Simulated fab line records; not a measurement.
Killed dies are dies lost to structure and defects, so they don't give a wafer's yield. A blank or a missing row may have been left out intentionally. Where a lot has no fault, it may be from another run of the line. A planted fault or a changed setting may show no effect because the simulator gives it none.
Which tool did it? -- flow nandHarc -- 15 lots with 42 wafers sampled at 5 steps, on a route of 1159 steps

## WHAT THE GAUGES READ, wafer by wafer
NHARC_A_SOURCE_PLATE_INSPECT_08.
lot,measured,on,rawDefectCount
L599,day 7 08:46,defectInspect-02,55 37 38
L600,day 7 20:54,defectInspect-01,48 52 110
L602,day 8 13:47,defectInspect-02,79 40 44
L609,day 10 02:14,defectInspect-02,69 62
L612,day 10 17:08,defectInspect-02,52 58 76
L613,day 10 17:07,defectInspect-01,62 30 104
L611,day 10 17:08,defectInspect-01,59 73
L610,day 11 00:47,defectInspect-02,37 30
L614,day 11 11:39,defectInspect-02,75 77 41
L617,day 11 19:52,defectInspect-01,32 34 35
L619,day 12 01:55,defectInspect-02,70 42 63
L618,day 12 01:55,defectInspect-01,70 41 53
L620,day 12 18:58,defectInspect-01,78 50 52
L621,day 12 18:58,defectInspect-02,70 74 38
L622,day 13 11:08,defectInspect-02,60 43 52

NHARC_A_ONON_D1_THK_MEAS_05: measures by ellipsometry.
lot,measured,on,thkNm (nm)
L599,day 7 09:53,filmMetro-02,991 988 990
L600,day 7 22:02,filmMetro-01,1010 1009 1006
L602,day 8 14:56,filmMetro-02,998 1003 998
L609,day 10 03:22,filmMetro-02,991 359
L612,day 10 18:17,filmMetro-01,996 995 997
L613,day 10 18:16,filmMetro-01,996 993 992
L611,day 10 18:17,filmMetro-02,989 353
L610,day 11 01:56,filmMetro-02,1001 366
L614,day 11 12:47,filmMetro-01,992 994 991
L617,day 11 21:01,filmMetro-02,1005 1005 1003
L619,day 12 03:04,filmMetro-02,1006 1005 1006
L618,day 12 03:04,filmMetro-01,993 993 993
L620,day 12 20:07,filmMetro-01,996 995 996
L621,day 12 20:07,filmMetro-02,1007 1007 1007
L622,day 13 12:17,filmMetro-02,996 998 995

NHARC_END_SORT_01.
lot,measured,on,killedAtArray,killedAtOther,killedAtPeriphery,killedDies,killedOpen,killedShort
L609,day 21 20:38,prober-02,25 671,1 0,2 6,28 677,3 6,4 3
L612,day 22 04:17,prober-02,23 18 14,0 1 2,3 3 6,26 22 22,4 2 5,2 1 2
L613,day 22 04:14,prober-01,30 30,0 0,0 0,30 30,5 3,2 4
L611,day 22 12:47,prober-01,24 671,0 0,3 6,27 677,5 2,1 2
L610,day 22 15:07,prober-02,35 674,2 1,1 2,38 677,4 2,2 1
L617,day 23 19:56,prober-01,26,0,0,26,1,0
L619,day 24 02:05,prober-02,33,1,5,39,3,4

## TOOL THAT RAN EACH LOT (tool first, then ch and the chambers of the sampled wafers, then the start)
lot,NHARC_A_ZERO_WELL_ETCH_13,NHARC_A_ONON_D1_DEP_03
L599,"rieSi-06 ch 1,2,3, day 6 10:40","pecvdOnon-02 ch 0, day 7 09:23"
L600,"rieSi-05 ch 0,2, day 6 22:58","pecvdOnon-01 ch 0, day 7 21:32"
L602,"rieSi-06 ch 0,1,2, day 7 14:05","pecvdOnon-01 ch 0, day 8 14:25"
L609,"rieSi-05 ch 1,2, day 9 03:51","pecvdOnon-03 ch 0, day 10 02:59"
L612,"rieSi-06 ch 1,2, day 9 15:34","pecvdOnon-01 ch 0, day 10 17:50"
L613,"rieSi-02 ch 0,1,3, day 9 15:47","pecvdOnon-02 ch 0, day 10 17:48"
L611,"rieSi-05 ch 1,3, day 9 16:44","pecvdOnon-03 ch 0, day 10 17:53"
L610,"rieSi-06 ch 0,2, day 10 01:16","pecvdOnon-03 ch 0, day 11 01:32"
L614,"rieSi-05 ch 2,3, day 10 13:21","pecvdOnon-01 ch 0, day 11 12:17"
L617,"rieSi-06 ch 0,3, day 11 00:00","pecvdOnon-02 ch 0, day 11 20:30"
L619,"rieSi-02 ch 1,2, day 11 03:10","pecvdOnon-01 ch 0, day 12 02:33"
L618,"rieSi-06 ch 0,2,3, day 11 04:08","pecvdOnon-02 ch 0, day 12 02:37"
L620,"rieSi-05 ch 0,1,3, day 11 18:50","pecvdOnon-01 ch 0, day 12 19:43"
L621,"rieSi-02 ch 0,2,3, day 11 19:55","pecvdOnon-02 ch 0, day 12 19:37"
L622,"rieSi-06 ch 1,2,3, day 12 10:15","pecvdOnon-01 ch 0, day 13 11:50"
- NHARC_A_ZERO_WELL_ETCH_13: etches the open film in HBr/Cl2, target depth 120 nm, time 40.1 s.
- NHARC_A_ONON_D1_DEP_03: target thk 1000 nm.

## AS READ BY THE TOOLS THEMSELVES (means over the sampled wafers that have a number; for cases with no such wafer, the mark the record gives instead)
NHARC_A_ZERO_WELL_ETCH_13.
lot,tool,drypumpMotorCurrentA (A),oesProductAu (a.u.),throttleValvePct (%)
L599,rieSi-06,5.5,1.010,26.405
L600,rieSi-05,6.3,0.991,26.406
L602,rieSi-06,5.8,1.011,26.419
L609,rieSi-05,5.9,0.992,26.407
L612,rieSi-06,5.7,0.995,26.414
L613,rieSi-02,5.9,1.015,26.409
L611,rieSi-05,6.0,0.996,26.398
L610,rieSi-06,5.8,1.005,26.401
L614,rieSi-05,6.2,1.002,26.401
L617,rieSi-06,5.7,1.004,26.404
L619,rieSi-02,5.8,1.007,26.398
L618,rieSi-06,5.7,0.999,26.409
L620,rieSi-05,6.2,1.002,26.411
L621,rieSi-02,6.1,0.990,26.412
L622,rieSi-06,5.6,0.990,26.407

NHARC_A_ONON_D1_DEP_03.
lot,tool,n2oFlowSccm (sccm),sih4FlowSccm (sccm)
L599,pecvdOnon-02,2006,210.7
L600,pecvdOnon-01,1986,209.8
L602,pecvdOnon-01,1995,210.4
L609,pecvdOnon-03,2000,209.4
L612,pecvdOnon-01,2008,210.1
L613,pecvdOnon-02,1995,211.1
L611,pecvdOnon-03,1998,209.6
L610,pecvdOnon-03,1998,210.2
L614,pecvdOnon-01,1996,209.1
L617,pecvdOnon-02,2004,209.8
L619,pecvdOnon-01,2000,209.4
L618,pecvdOnon-02,2003,210.5
L620,pecvdOnon-01,1997,210.0
L621,pecvdOnon-02,2005,210.5
L622,pecvdOnon-01,2000,210.5

## THE ANSWER, worked out from the rows above alone
Rule: the usual values come from the lots themselves. The widest of any qualifying gaps counts: lots, ordered by their means at a reading, are off when they make up no more than a third of the lots, leave a main group of 4 or more, and stand apart from it by 3 or more times the standard deviation of that group's means. A main group whose means are all the same, to the digits that the tables above print for the reading, isn't used. A lot without any number at a reading at which 4 lots or more have one is off too. Any other lot the step has rows for is counted as sound. Order of review: gauges by route order, followed by the tools' own readings, for which a lot's mean as printed above is used. At the first step where some lot is off, the reading lying furthest off is the one used; lots without a number count as furthest.
Off at NHARC_A_ONON_D1_THK_MEAS_05 (thkNm): L609, L611, L610. The main group has a mean of 998 nm with a standard deviation of 6.1.
A tool fits if, at a process step before that reading, it ran every lot that is off, and no sound lot after the first of them. Gauges at NHARC_A_ONON_D1_THK_MEAS_05: tried the same way as those tools. One fits: NHARC_A_ONON_D1_DEP_03 on pecvdOnon-03. It ran no sound lot before its first lot that is off in this sample, so the start can't be narrowed down.

## WHAT THE SIMULATOR PUT IN
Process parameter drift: pecvdOnon-03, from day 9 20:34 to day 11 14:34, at NHARC_A_ONON_D1_DEP_03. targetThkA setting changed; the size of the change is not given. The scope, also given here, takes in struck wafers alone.
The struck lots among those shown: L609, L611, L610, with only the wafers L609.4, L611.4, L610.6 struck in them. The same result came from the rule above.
